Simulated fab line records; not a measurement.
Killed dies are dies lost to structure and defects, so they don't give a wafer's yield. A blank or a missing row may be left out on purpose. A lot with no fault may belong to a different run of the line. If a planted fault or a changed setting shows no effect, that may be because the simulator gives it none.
Which of the tools did it? + flow n5-finfet + 30 wafers from 11 lots sampled at 6 of the route's 1938 steps

== WHAT THE GAUGES SHOWED, per wafer ==
N5_BEOL_M4_RC_MEAS_101.
| lot  | measured     | on        | DIBL_N (mV/V)  | DIBL_P (mV/V)  | IOFF_N (nA/um) | IOFF_P (nA/um) | ION_N (uA/um) | ION_P (uA/um) | SS_N (mV/dec)  | SS_P (mV/dec)  | VT_N (mV)   | VT_P (mV)            |
|------|--------------|-----------|----------------|----------------|----------------|----------------|---------------|---------------|----------------|----------------|-------------|----------------------|
| L590 | day 8 17:34  | prober-01 | 33.6 35.9 35.9 | 32.6 34.8 34.9 | 0.11 0.14 0.14 | 0.16 0.20 0.20 | 674 674 691   | 460 461 472   | 70.4 71.5 71.7 | 72.6 72.8 73.2 | 254 252 251 | -251.9 -248.7 -249.1 |
| L593 | day 9 05:28  | prober-02 | 35.9 38.0      | 35.7 37.9      | 0.13 0.19      | 0.19 0.22      | 645 697       | 447 470       | 71.4 71.5      | 73.9 74.1      | 255 246     | -252.4 -249.1        |
| L592 | day 9 05:35  | prober-01 | 36.5 37.2 39.8 | 36.3 36.8 37.5 | 0.16 0.18 0.22 | 0.23 0.22 0.24 | 654 691 664   | 450 467 453   | 71.3 72.1 73.1 | 73.1 72.9 73.7 | 250 247 248 | -249.0 -250.4 -246.8 |
| L595 | day 9 20:19  | prober-01 | 35.9 36.5      | 37.5 38.6      | 0.16 0.16      | 0.20 0.23      | 672 661       | 460 454       | 71.6 71.9      | 73.0 73.5      | 249 250     | -250.0 -248.3        |
| L594 | day 10 00:14 | prober-02 | 37.4 38.7      | 36.2 38.2      | 0.17 0.19      | 0.24 0.28      | 681 695       | 474 475       | 71.5 72.6      | 73.3 73.8      | 251 247     | -248.1 -247.4        |
| L598 | day 10 12:14 | prober-02 | 35.8 37.3 34.9 | 33.7 35.3 34.2 | 0.16 0.17 0.14 | 0.19 0.20 0.19 | 682 685 674   | 468 466 469   | 70.4 71.9 71.3 | 72.5 74.0 73.3 | 247 248 250 | -248.5 -251.6 -251.7 |
| L599 | day 11 06:15 | prober-02 | 31.4 34.2 33.4 | 29.7 33.4 31.2 | 0.10 0.13 0.13 | 0.14 0.19 0.15 | 662 685 679   | 460 473 461   | 70.6 70.9 70.2 | 71.3 72.5 72.0 | 255 249 252 | -255.3 -249.2 -253.8 |
| L607 | day 13 05:27 | prober-02 | 34.2 33.0 39.0 | 33.5 34.1 40.5 | 0.12 0.13 0.24 | 0.18 0.19 0.30 | 666 670 702   | 460 469 486   | 70.2 70.6 71.8 | 72.3 72.6 74.1 | 255 249 244 | -250.9 -249.6 -244.9 |
| L609 | day 13 21:52 | prober-01 | 34.8 34.6 37.2 | 32.2 30.8 34.4 | 0.11 0.10 0.14 | 0.18 0.16 0.21 | 671 649 669   | 458 457 468   | 71.5 71.3 71.7 | 72.6 72.3 73.1 | 254 258 252 | -251.6 -251.8 -248.4 |
| L611 | day 14 02:41 | prober-01 | 35.3 35.0 35.3 | 33.6 31.5 33.0 | 0.14 0.12 0.14 | 0.21 0.16 0.18 | 667 660 682   | 466 459 466   | 71.1 71.0 71.3 | 72.9 72.0 72.1 | 249 254 251 | -250.5 -252.2 -250.8 |
| L612 | day 14 04:58 | prober-02 | 32.9 33.3 36.5 | 32.4 34.0 36.4 | 0.11 0.13 0.17 | 0.15 0.18 0.21 | 637 674 658   | 436 458 450   | 70.9 71.1 72.3 | 71.5 72.9 73.1 | 255 248 249 | -254.5 -248.6 -250.6 |

N5_BEOL_M9_CD_MEAS_35: target cd 70 nm, target cd y 40 nm.
| lot  | measured     | on        | cd-nm (nm)     |
|------|--------------|-----------|----------------|
| L590 | day 10 11:12 | cd-sem-01 | 70.2 70.5 70.5 |
| L593 | day 11 00:11 | cd-sem-01 | 69.9 70.4      |
| L592 | day 10 23:40 | cd-sem-02 | 71.3 71.0 69.1 |
| L595 | day 11 21:19 | cd-sem-03 | 69.4 70.0      |
| L594 | day 11 21:46 | cd-sem-03 | 70.3 69.4      |
| L598 | day 12 12:26 | cd-sem-03 | 69.7 69.7 68.9 |
| L599 | day 12 22:38 | cd-sem-03 | 68.8 69.8 70.2 |
| L607 | day 15 05:44 | cd-sem-01 | 70.8 70.2 71.4 |
| L609 | day 16 01:23 | cd-sem-02 | 69.2 70.1 70.0 |
| L611 | day 16 14:20 | cd-sem-02 | 71.4 70.5 70.7 |
| L612 | day 16 08:37 | cd-sem-03 | 70.3 71.7 68.6 |

N5_BEOL_M9_INSPECT_58: inspects for defects (darkfield).
| lot  | measured     | on                | raw-defect-count |
|------|--------------|-------------------|------------------|
| L590 | day 10 13:20 | defect-inspect-01 | 82 62 28         |
| L593 | day 11 03:57 | defect-inspect-01 | 54 93            |
| L592 | day 11 02:19 | defect-inspect-02 | 76 69 65         |
| L595 | day 11 23:52 | defect-inspect-01 | 33 76            |
| L594 | day 12 00:35 | defect-inspect-01 | 105 87           |
| L598 | day 12 16:03 | defect-inspect-01 | 55 86 57         |
| L599 | day 13 02:35 | defect-inspect-01 | 68 56 52         |
| L607 | day 15 10:54 | defect-inspect-01 | 31 45 48         |
| L609 | day 16 05:10 | defect-inspect-02 | 85 95 69         |
| L611 | day 16 19:27 | defect-inspect-01 | 57 84 70         |
| L612 | day 16 15:42 | defect-inspect-01 | 65 76 161        |

N5_BEOL_M10_THK_MEAS_01.
| lot  | measured     | on            | M10_ILD_THK (nm) |
|------|--------------|---------------|------------------|
| L590 | day 10 13:58 | film-metro-01 | 269 274 272      |
| L593 | day 11 04:35 | film-metro-02 | 269 266          |
| L592 | day 11 02:56 | film-metro-01 | 260 264 270      |
| L595 | day 12 00:29 | film-metro-01 | 265 264          |
| L594 | day 12 01:13 | film-metro-02 | 260 265          |
| L598 | day 12 16:41 | film-metro-02 | 262 265 262      |
| L599 | day 13 03:13 | film-metro-02 | 263 269 486      |
| L607 | day 15 12:01 | film-metro-01 | 268 272 272      |
| L609 | day 16 05:47 | film-metro-01 | 265 264 271      |
| L611 | day 16 20:35 | film-metro-01 | 271 268 267      |
| L612 | day 16 16:19 | film-metro-02 | 263 267 271      |

== WHAT TOOL EACH LOT RAN ON (gives the tool, then ch and the chambers of the sampled wafers, and finally the start) ==
| lot  | N5_BEOL_M9_PRE_CLEAN_45      | N5_BEOL_M10_ILD_DEP_00          |
|------|------------------------------|---------------------------------|
| L590 | pvd-sputter-02, day 10 11:44 | pecvd-03 ch 0,1,2, day 10 13:22 |
| L593 | pvd-sputter-01, day 11 01:50 | pecvd-04 ch 1,2, day 11 03:59   |
| L592 | pvd-sputter-02, day 11 00:04 | pecvd-04 ch 0,2, day 11 02:20   |
| L595 | pvd-sputter-03, day 11 21:54 | pecvd-01 ch 0,2, day 11 23:53   |
| L594 | pvd-sputter-02, day 11 22:12 | pecvd-01 ch 1,2, day 12 00:38   |
| L598 | pvd-sputter-03, day 12 12:53 | pecvd-01 ch 0,2, day 12 16:05   |
| L599 | pvd-sputter-03, day 12 23:05 | pecvd-01 ch 0,1,2, day 13 02:38 |
| L607 | pvd-sputter-02, day 15 06:45 | pecvd-03 ch 1,2, day 15 10:56   |
| L609 | pvd-sputter-03, day 16 01:53 | pecvd-03 ch 0,1, day 16 05:12   |
| L611 | pvd-sputter-03, day 16 14:59 | pecvd-04 ch 0,2, day 16 19:31   |
| L612 | pvd-sputter-02, day 16 09:07 | pecvd-01 ch 0,1, day 16 15:44   |
- N5_BEOL_M9_PRE_CLEAN_45: time 30 s.
- N5_BEOL_M10_ILD_DEP_00: deposits SiCOH lowk from DEMS/porogen, target thk 308.51 nm, time 58 s.

== WHAT THE TOOLS THEMSELVES READ (means of the sampled wafers that have a number; where no wafer has one, the mark that the record gives instead) ==
N5_BEOL_M9_PRE_CLEAN_45.
| lot  | tool           | heater-power-w (W) |
|------|----------------|--------------------|
| L590 | pvd-sputter-02 | 354                |
| L593 | pvd-sputter-01 | 330                |
| L592 | pvd-sputter-02 | 361                |
| L595 | pvd-sputter-03 | 263                |
| L594 | pvd-sputter-02 | 363                |
| L598 | pvd-sputter-03 | 303                |
| L599 | pvd-sputter-03 | 311                |
| L607 | pvd-sputter-02 | 364                |
| L609 | pvd-sputter-03 | 297                |
| L611 | pvd-sputter-03 | 296                |
| L612 | pvd-sputter-02 | 343                |

N5_BEOL_M10_ILD_DEP_00.
| lot  | tool     | heater-power-w (W) | run-length-s (s) | showerhead-plenum-p-Torr (Torr) | throttle-valve-pct (%) |
|------|----------|--------------------|------------------|---------------------------------|------------------------|
| L590 | pecvd-03 | 272                | 101.0            | 5.742                           | 14.2                   |
| L593 | pecvd-04 | 274                | 101.1            | 5.728                           | 13.3                   |
| L592 | pecvd-04 | 266                | 101.7            | 5.706                           | 13.5                   |
| L595 | pecvd-01 | 299                | 100.2            | 5.716                           | 13.6                   |
| L594 | pecvd-01 | 256                | 100.8            | 5.741                           | 14.5                   |
| L598 | pecvd-01 | 275                | 100.8            | 5.732                           | 13.6                   |
| L599 | pecvd-01 | 284                | 116.2            | 5.744                           | 14.2                   |
| L607 | pecvd-03 | 273                | 101.5            | 5.747                           | 13.6                   |
| L609 | pecvd-03 | 321                | 101.0            | 5.739                           | 14.8                   |
| L611 | pecvd-04 | 295                | 101.3            | 5.722                           | 13.7                   |
| L612 | pecvd-01 | 299                | 100.6            | 5.735                           | 14.8                   |

== THE ANSWER, worked out from the rows above alone ==
Rule: the usual values come from the lots themselves. The widest of any qualifying gaps counts: lots, ordered by their means at a reading, are off when they make up no more than a third of the lots, leave a main group of 4 or more, and stand apart from it by 3 or more times the standard deviation of that group's means. A main group whose means are all the same, to the digits that the tables above print for the reading, isn't used. Also off: a lot with no number at a reading for which 4 or more lots have one. All remaining lots with rows at the step are treated as sound. First the gauges in route order, then the tools' own readings, where a lot's mean is used as printed above. The first step at which some lot is off is used, and at that step the reading that is off furthest; a lot without a number counts as furthest.
Off: L599, at N5_BEOL_M10_THK_MEAS_01 (M10_ILD_THK). Mean 267 nm and standard deviation 2.9 in the main group.
If a tool, at a process step before that reading, ran all the lots that are off and no sound lot after the first of them, it fits. The gauges at N5_BEOL_M10_THK_MEAS_01 aren't tried: what is off there is off at N5_BEOL_M10_ILD_DEP_00 too, on other tools, and a gauge's error can't cause that. Of those tried, none fits.

== WHAT THE SIMULATOR HAD INSERTED ==
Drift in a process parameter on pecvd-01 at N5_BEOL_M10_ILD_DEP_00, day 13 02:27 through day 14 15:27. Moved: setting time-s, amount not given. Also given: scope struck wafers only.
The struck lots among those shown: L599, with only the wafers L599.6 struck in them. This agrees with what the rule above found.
